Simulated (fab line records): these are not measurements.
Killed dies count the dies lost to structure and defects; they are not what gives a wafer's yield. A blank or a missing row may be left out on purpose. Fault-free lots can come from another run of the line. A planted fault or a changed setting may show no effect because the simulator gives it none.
fab line records | flow nand-harc
[record] lots = 14 | wafers = 41 | last-day = 33
route steps=1302 shown A_WL_FILL@956 A_CONTACT@992
lots with no fault: from the same line, run without faults
start-h: hours from the record's opening day to when the first of the lot's shown wafers began | wait-h: how many hours have passed since the lot's step before this one | " unchanged from the row above | L1.1+2: one row covering several wafers at once | - no value present, or no start provided | * or withheld: withheld | < > ~ a bound
route shown NAME@n: NAME is a module with steps in the file, n the number in the route of the first one | usual: mean/standard deviation taken from wafers without a fault | same: alike in all rows | chamber/n: place in a boat | sites: the reading at each site | _std_site: how widely they spread, as a standard deviation | _edge_site: inner sites' mean taken away from outer sites' mean | radius-mm: how far each site lies from the wafer's centre | mask NAME#n: copy n | behind: the most recent tool/chamber to have shaped the wafer | hold: cause of the lot's hold/its duration in hours/its outcome | device: the n, p or np transistor that did not switch | end of line: tests of these same wafers at the route's end | a step given without rows: its recipe and nothing more | killed: dies lost to structure and defects at the first sort, not the wafer's yield | map: a wafer's dies, x killed, . not, _ none there
set.NAME: the setting the step ran with; set.NAME@STEP: the setting that earlier step ran with | model.NAME: the simulator's own value behind a step, which no gauge read
steps of the route over a sample of lots; a table a step, a row a wafer
services: a tool's chamber out of use, with start hour (start-h, from the record's first day; less than 0 if before it), hours out, and reason
[[steps]]
[step NHARC_A_WL_FILL_CVD_03]
[recipe] target-thk-a = 400 | temp-c = 300 | pressure-torr = 40 | wf6-flow-sccm = 40 | h2-flow-sccm = 1600 | ar-flow-sccm = 1560 | time-s = 279 | material = W
[usual] heater-power-w = 488/53 | throttle-valve-pct = 8.06/0.18
lot.wafer | tool     | chamber | start-h | wait-h | heater-power-w | throttle-valve-pct
L118.4    | cvd-w-01 | 0       | 483.19  | 0.4    | 479            | 8.06
L118.6    | "        | 1       | "       | "      | 427            | 7.92
L118.5    | "        | 0       | "       | "      | 475            | 8.08
L119.4    | cvd-w-02 | 0       | 486.64  | 0.2    | 533            | 7.81
L119.3    | "        | 1       | "       | "      | 530            | 7.85
L119.5    | "        | 0       | "       | "      | 561            | 8.30
L122.2    | cvd-w-01 | 1       | 500.76  | 0.1    | 428            | 7.82
L122.3    | "        | 1       | "       | "      | 419            | 8.13
L122.4    | "        | 0       | "       | "      | 490            | 8.17
L123.1    | cvd-w-02 | 1       | 500.82  | 0.1    | 541            | 8.16
L123.4    | "        | 1       | "       | "      | 527            | 8.08
L123.5    | "        | 1       | "       | "      | 534            | 7.81
L124.1    | cvd-w-02 | 1       | 532.86  | 0.1    | 535            | 8.17
L124.3    | "        | 1       | "       | "      | 532            | 7.90
L124.6    | "        | 0       | "       | "      | 537            | 8.02
L127.2    | cvd-w-01 | 1       | 544.88  | 0.1    | 431            | 8.11
L127.1    | "        | 0       | "       | "      | 487            | 8.10
L127.6    | "        | 1       | "       | "      | 422            | 8.25
L126.1    | cvd-w-02 | 1       | 544.96  | 0.1    | 528            | 8.05
L126.2    | "        | 0       | "       | "      | 534            | 8.16
L126.5    | "        | 1       | "       | "      | 525            | 7.92
L128.4    | cvd-w-02 | 0       | 563.91  | 0.2    | 538            | 8.16
L128.3    | "        | 1       | "       | "      | 527            | 8.00
L128.5    | "        | 0       | "       | "      | 537            | 8.08
L129.1    | cvd-w-01 | 1       | 573.27  | 0.1    | 405            | 7.82
L129.4    | "        | 0       | "       | "      | 510            | 7.99
L129.6    | "        | 1       | "       | "      | 388            | 8.09
L136.1    | cvd-w-02 | 1       | 630.06  | 0.1    | 521            | 8.22
L136.6    | "        | 1       | "       | "      | 538            | 8.29
L135.2    | cvd-w-01 | 0       | 630.31  | 0.1    | 506            | 8.31
L135.4    | "        | 0       | "       | "      | 499            | 8.30
L135.6    | "        | 0       | "       | "      | 496            | 8.18
L134.1    | cvd-w-01 | 1       | 634.01  | 0.1    | 408            | 7.94
L134.4    | "        | 0       | "       | "      | 490            | 8.41
L134.5    | "        | 0       | "       | "      | 506            | 8.01
L140.2    | cvd-w-02 | 0       | 687.41  | 0.1    | 534            | 7.91
L140.3    | "        | 1       | "       | "      | 466            | 8.00
L140.5    | "        | 1       | "       | "      | 476            | 8.10
L141.2    | cvd-w-01 | 1       | 699.64  | 0.1    | 398            | 8.17
L141.1    | "        | 0       | "       | "      | 506            | 8.19
L141.3    | "        | 0       | "       | "      | 494            | 8.08
[step NHARC_A_CONTACT_SOFTBAKE_37]
[recipe] temp-c = 105 | time-s = 55
[usual] heater-power-total-W = 188.46/0.14
lot.wafer | tool           | chamber | start-h | wait-h | heater-power-total-W
L118.4    | litho-track-06 | 0       | 508     | -      | 188.38
L118.5    | "              | 0       | "       | "      | 188.71
L118.6    | "              | 0       | "       | "      | 188.38
L119.3    | litho-track-04 | 0       | 508     | -      | 188.43
L119.4    | "              | 0       | "       | "      | 188.35
L119.5    | "              | 0       | "       | "      | 188.37
L122.2    | litho-track-04 | 0       | 525     | -      | 188.53
L122.3    | "              | 0       | "       | "      | 188.42
L122.4    | "              | 0       | "       | "      | 188.47
L123.1    | litho-track-04 | 0       | 526     | -      | 188.25
L123.4    | "              | 0       | "       | "      | 188.45
L123.5    | "              | 0       | "       | "      | 188.39
L124.1    | litho-track-06 | 0       | 555     | -      | 188.47
L124.3    | "              | 0       | "       | "      | 188.46
L124.6    | "              | 0       | "       | "      | 188.26
L126.1    | litho-track-06 | 0       | 569     | -      | 188.75
L126.2    | "              | 0       | "       | "      | 188.50
L126.5    | "              | 0       | "       | "      | 188.59
L127.1    | litho-track-06 | 0       | 569     | -      | 188.49
L127.2    | "              | 0       | "       | "      | 188.61
L127.6    | "              | 0       | "       | "      | 188.31
L128.3    | litho-track-06 | 0       | 588     | -      | 188.71
L128.4    | "              | 0       | "       | "      | 188.77
L128.5    | "              | 0       | "       | "      | 188.51
L129.1    | litho-track-01 | 0       | 595     | -      | 188.70
L129.4    | "              | 0       | "       | "      | 188.40
L129.6    | "              | 0       | "       | "      | 188.30
L136.1    | litho-track-04 | 0       | 652     | -      | 209.39
L136.6    | "              | 0       | "       | "      | 209.40
L135.2    | litho-track-04 | 0       | 656     | -      | 188.79
L135.4    | "              | 0       | "       | "      | 188.53
L135.6    | "              | 0       | "       | "      | 209.54
L134.1    | litho-track-04 | 0       | 656     | -      | 209.40
L134.4    | "              | 0       | "       | "      | 188.31
L134.5    | "              | 0       | "       | "      | 188.47
L140.2    | litho-track-01 | 0       | 709     | -      | 188.46
L140.3    | "              | 0       | "       | "      | 188.46
L140.5    | "              | 0       | "       | "      | 188.32
L141.1    | litho-track-04 | 0       | 723     | -      | 188.31
L141.2    | "              | 0       | "       | "      | 188.50
L141.3    | "              | 0       | "       | "      | 188.51
[step NHARC_A_CONTACT_ETCH_113]
[recipe] source-w = withheld | pressure-mtorr = 20 | bias-v = 3000 | time-s = 190 | target-depth-a = 18500 | ar-flow-sccm = withheld | c4f8-flow-sccm = withheld | o2-flow-sccm = withheld | chemistry = C4F8/O2/Ar
lot.wafer | tool            | chamber | start-h | wait-h | rf-hours-counter-h
L118.4    | har-cap-etch-03 | 0       | 510.75  | 0.1    | -
L118.6    | "               | 0       | "       | "      | -
L118.5    | "               | 1       | "       | "      | -
L119.3    | har-cap-etch-02 | 1       | 511.10  | 0.1    | -
L119.4    | "               | 0       | "       | "      | -
L119.5    | "               | 0       | "       | "      | -
L122.2    | har-cap-etch-03 | 0       | 528.63  | 0.1    | 45
L122.4    | "               | 0       | "       | "      | -
L122.3    | "               | 1       | "       | "      | -
L123.1    | har-cap-etch-02 | 0       | 529.17  | 0.1    | 83
L123.4    | "               | 1       | "       | "      | -
L123.5    | "               | 1       | "       | "      | -
L124.1    | har-cap-etch-03 | 1       | 558.90  | 0.1    | 52
L124.3    | "               | 1       | "       | "      | -
L124.6    | "               | 1       | "       | "      | -
L126.1    | har-cap-etch-03 | 1       | 572.09  | 0.1    | 54
L126.2    | "               | 0       | "       | "      | 54
L126.5    | "               | 0       | "       | "      | -
L127.1    | har-cap-etch-02 | 1       | 573.30  | 0.1    | 92
L127.2    | "               | 0       | "       | "      | 92
L127.6    | "               | 0       | "       | "      | -
L128.3    | har-cap-etch-02 | 0       | 591.50  | 0.1    | -
L128.4    | "               | 1       | "       | "      | -
L128.5    | "               | 0       | "       | "      | -
L129.1    | har-cap-etch-03 | 0       | 598.58  | 0.1    | 59
L129.4    | "               | 0       | "       | "      | -
L129.6    | "               | 1       | "       | "      | -
L136.1    | har-cap-etch-02 | 0       | 656.38  | 0.1    | 107
L136.6    | "               | 0       | "       | "      | -
L135.2    | har-cap-etch-03 | 1       | 659.06  | 0.2    | 70
L135.4    | "               | 0       | "       | "      | -
L135.6    | "               | 1       | "       | "      | -
L134.1    | har-cap-etch-01 | 0       | 659.97  | 0.1    | 30
L134.4    | "               | 1       | "       | "      | -
L134.5    | "               | 0       | "       | "      | -
L140.2    | har-cap-etch-01 | 0       | 712.41  | 0.1    | 39
L140.3    | "               | 0       | "       | "      | -
L140.5    | "               | 0       | "       | "      | -
L141.1    | har-cap-etch-02 | 1       | 726.14  | 0.1    | 119
L141.2    | "               | 0       | "       | "      | 119
L141.3    | "               | 0       | "       | "      | -
[step NHARC_A_CONTACT_ETCH_115]
[recipe] source-w = withheld | pressure-mtorr = 20 | bias-v = 3000 | time-s = 190 | target-depth-a = 18500 | ar-flow-sccm = withheld | c4f8-flow-sccm = withheld | o2-flow-sccm = withheld | chemistry = C4F8/O2/Ar
lot.wafer | tool            | chamber | start-h | wait-h | rf-hours-counter-h
L118.4    | har-cap-etch-03 | 0       | 511.09  | 0.1    | -
L118.6    | "               | 0       | "       | "      | -
L118.5    | "               | 1       | "       | "      | -
L119.3    | har-cap-etch-02 | 1       | 511.44  | 0.1    | -
L119.4    | "               | 0       | "       | "      | -
L119.5    | "               | 0       | "       | "      | -
L122.2    | har-cap-etch-03 | 0       | 528.97  | 0.1    | 45
L122.4    | "               | 0       | "       | "      | -
L122.3    | "               | 1       | "       | "      | -
L123.1    | har-cap-etch-02 | 0       | 529.52  | 0.1    | 84
L123.4    | "               | 1       | "       | "      | -
L123.5    | "               | 1       | "       | "      | -
L124.1    | har-cap-etch-03 | 1       | 559.25  | 0.1    | 52
L124.3    | "               | 1       | "       | "      | -
L124.6    | "               | 1       | "       | "      | -
L126.1    | har-cap-etch-03 | 1       | 572.43  | 0.1    | 54
L126.2    | "               | 0       | "       | "      | 54
L126.5    | "               | 0       | "       | "      | -
L127.1    | har-cap-etch-02 | 1       | 573.64  | 0.1    | 93
L127.2    | "               | 0       | "       | "      | 93
L127.6    | "               | 0       | "       | "      | -
L128.3    | har-cap-etch-02 | 0       | 591.84  | 0.1    | -
L128.4    | "               | 1       | "       | "      | -
L128.5    | "               | 0       | "       | "      | -
L129.1    | har-cap-etch-03 | 0       | 598.92  | 0.1    | 59
L129.4    | "               | 0       | "       | "      | -
L129.6    | "               | 1       | "       | "      | -
L136.1    | har-cap-etch-02 | 0       | 656.72  | 0.1    | 107
L136.6    | "               | 0       | "       | "      | -
L135.2    | har-cap-etch-03 | 1       | 659.52  | 0.2    | 70
L135.4    | "               | 0       | "       | "      | -
L135.6    | "               | 1       | "       | "      | -
L134.1    | har-cap-etch-01 | 0       | 660.31  | 0.1    | 30
L134.4    | "               | 1       | "       | "      | -
L134.5    | "               | 0       | "       | "      | -
L140.2    | har-cap-etch-01 | 0       | 712.76  | 0.1    | 39
L140.3    | "               | 0       | "       | "      | -
L140.5    | "               | 0       | "       | "      | -
L141.1    | har-cap-etch-02 | 1       | 726.48  | 0.1    | 119
L141.2    | "               | 0       | "       | "      | 119
L141.3    | "               | 0       | "       | "      | -
[[services]]
tool            | chamber | start-h | hours | kind
cvd-w-01        | -       | 460.83  | 1.0   | repair
cvd-w-02        | 0       | 463.00  | -     | clean
cvd-w-02        | 1       | 463.00  | -     | clean
cvd-w-02        | 0       | 487.12  | 14.6  | repair
har-cap-etch-01 | -       | 497.00  | 17.0  | pm
har-cap-etch-01 | 0       | 497.00  | 17.0  | vent-cycle
har-cap-etch-01 | 1       | 497.00  | 17.0  | vent-cycle
litho-track-01  | -       | 505.00  | 7.0   | pm
har-cap-etch-01 | 0       | 514.00  | -     | clean
litho-track-06  | -       | 529.00  | 7.0   | pm
cvd-w-01        | -       | 547.00  | 13.0  | pm
cvd-w-01        | 0       | 547.00  | 13.0  | vent-cycle
cvd-w-01        | 1       | 547.00  | 13.0  | vent-cycle
litho-track-04  | -       | 553.00  | 7.0   | pm
cvd-w-01        | 0       | 560.00  | -     | clean
cvd-w-01        | 1       | 560.00  | -     | clean
litho-track-06  | -       | 627.47  | -     | consumable-replace:filter
cvd-w-02        | -       | 631.00  | 13.0  | pm
cvd-w-02        | 0       | 631.00  | 13.0  | vent-cycle
cvd-w-02        | 1       | 631.00  | 13.0  | vent-cycle
cvd-w-02        | 0       | 644.00  | -     | clean
cvd-w-02        | 1       | 644.00  | -     | clean
litho-track-01  | -       | 680.00  | 7.0   | pm
litho-track-06  | -       | 704.00  | 7.0   | pm
[[key]]
[first-sign] step = NHARC_A_CONTACT_SOFTBAKE_37 | reading = heater-power-total-W | direction = up | sigmas = 99+ | usual = * | struck = *
effect none on later readings
met-at NHARC_A_CONTACT_SOFTBAKE_37
struck-lots L134,L135,L136
struck-wafers L134.1,L135.6,L136.1,L136.6
tester-left-out L134,L135,L136
not-acting-at NHARC_A_WL_FILL_CVD_03,NHARC_A_CONTACT_ETCH_113,NHARC_A_CONTACT_ETCH_115
onset-between 526 652
[fault] kind = process-parameter-drift | tool = litho-track-04 | chamber = - | onset-h = 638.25 | steps = NHARC_A_CONTACT_SOFTBAKE_37 | channel = time-s | offset = * | shape = step | end-h = 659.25 | scope = struck-wafers-only | acts-in = * | stated = *
// tester-left-out: of these lots the tester's yield and bins aren't shown, on N5 and GAA mostly nor the transistor test; their killed dies are dies lost to structure and defects alone, not to doping, threshold or leakage, so they don't give the yield
